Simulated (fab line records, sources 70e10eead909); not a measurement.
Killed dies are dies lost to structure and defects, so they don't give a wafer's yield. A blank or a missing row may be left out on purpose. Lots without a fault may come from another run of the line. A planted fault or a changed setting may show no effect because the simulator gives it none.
Tool commonality check | flow nand_harc | 12 lots, 32 wafers sampled

WHY IT WAS OPENED
At NHARC_END_SORT_01 the reading defect_limited_yield is flagged on 2 of 12 lots. Wafers without a fault read 90.6 %, standard deviation 2.3.
Rule: a lot is flagged when every wafer of it that has a number lies more than 4 standard deviations from that mean, or none has a number. The other lots count as sound.

lot  | measured     | on        | defect_limited_yield (%), wafer by wafer | flag
L293 | day 25 04:42 | prober-01 | 91.9 87.7 86.1                           |
L296 | day 25 18:37 | prober-01 | 93.1 92.6 90.4                           |
L298 | day 26 15:10 | prober-01 | 88.3                                     |
L297 | day 26 14:24 | prober-02 | 90.8                                     |
L299 | day 27 08:58 | prober-01 | 89.7 92.6 92.9                           |
L300 | day 28 12:52 | prober-02 | 90.0 89.8 90.7                           |
L305 | day 29 10:20 | prober-02 | 93.6 92.0 91.0                           |
L301 | day 29 18:06 | prober-02 | 89.2 90.4 91.1                           |
L304 | day 29 18:07 | prober-01 | 96.6 94.1 93.5                           |
L302 | day 30 02:42 | prober-02 | 89.5 89.7 90.5                           |
L312 | day 32 20:16 | prober-01 | 0 0 0                                    | FLAGGED
L313 | day 33 13:08 | prober-02 | 0 0 0                                    | FLAGGED
The numbers of the flagged lots are 0.0 % on average: -90.6 % against the usual, or -39 standard deviations.

WHICH TOOL RAN EACH LOT
The record holds 2 process steps before the reading, out of a route of 1302 steps. In each cell: the tool, then ch and the chambers that the sampled wafers went through, then the start.
lot  | flag    | NHARC_A_M1_ETCH_35                 | NHARC_A_M1_PVD_21
L293 |         | rie_diel-11 ch 0,1,3, day 23 15:26 | pvd_sputter-02, day 25 04:42 or earlier
L296 |         | rie_diel-11 ch 0,1,3, day 24 07:53 | pvd_sputter-01, day 25 18:37 or earlier
L298 |         | rie_diel-01 ch 2,3, day 25 02:50   | pvd_sputter-02, day 26 15:10 or earlier
L297 |         | rie_diel-11 ch 1,3, day 25 03:13   | pvd_sputter-03, day 26 14:24 or earlier
L299 |         | rie_diel-12 ch 0,3, day 25 18:40   | pvd_sputter-01, day 27 08:58 or earlier
L300 |         | rie_diel-01 ch 0,3, day 26 21:46   | pvd_sputter-02, day 28 12:52 or earlier
L305 |         | rie_diel-12 ch 1,2,3, day 28 04:12 | pvd_sputter-03, day 29 10:20 or earlier
L301 |         | rie_diel-01 ch 0,1,3, day 27 22:44 | pvd_sputter-03, day 29 18:06 or earlier
L304 |         | rie_diel-01 ch 0,1,2, day 28 01:41 | pvd_sputter-03, day 29 18:07 or earlier
L302 |         | rie_diel-11 ch 1,3, day 28 04:33   | pvd_sputter-01, day 30 02:42 or earlier
L312 | FLAGGED | rie_diel-12 ch 0,1, day 31 01:33   | pvd_sputter-02, day 32 20:16 or earlier
L313 | FLAGGED | rie_diel-11 ch 0,1,3, day 31 23:16 | pvd_sputter-01, day 33 13:08 or earlier
What these steps do:
- NHARC_A_M1_ETCH_35: etches the open film in N2/H2, target depth 40 nm, overetch 12 nm, time 43.94 s.
- NHARC_A_M1_PVD_21: deposits Cu, target thk 30 nm, time 20.49 s.
- NHARC_END_SORT_01

FLAGGED OVER TOTAL, TOOL BY TOOL (the gauges that took the reading come last)
step               | tool           | lots run | flagged | share of the flagged lots | sound lots run after its first flagged lot
NHARC_A_M1_ETCH_35 | rie_diel-01    | 4        | 0       | none                      | -
NHARC_A_M1_ETCH_35 | rie_diel-11    | 5        | 1       | some                      | 0
NHARC_A_M1_ETCH_35 | rie_diel-12    | 3        | 1       | some                      | 0
NHARC_A_M1_PVD_21  | pvd_sputter-01 | 4        | 1       | some                      | 0
NHARC_A_M1_PVD_21  | pvd_sputter-02 | 4        | 1       | some                      | 0
NHARC_A_M1_PVD_21  | pvd_sputter-03 | 4        | 0       | none                      | -
NHARC_END_SORT_01  | prober-01      | 6        | 1       | some                      | 0
NHARC_END_SORT_01  | prober-02      | 6        | 1       | some                      | 0
NHARC_A_M1_PVD_21 gives no start for some lots, so the hours and the order of its lots are those of NHARC_END_SORT_01.

WHAT THE TABLE ALLOWS
No row of the table ran every flagged lot.

WHAT THE SIMULATOR HAD PUT IN
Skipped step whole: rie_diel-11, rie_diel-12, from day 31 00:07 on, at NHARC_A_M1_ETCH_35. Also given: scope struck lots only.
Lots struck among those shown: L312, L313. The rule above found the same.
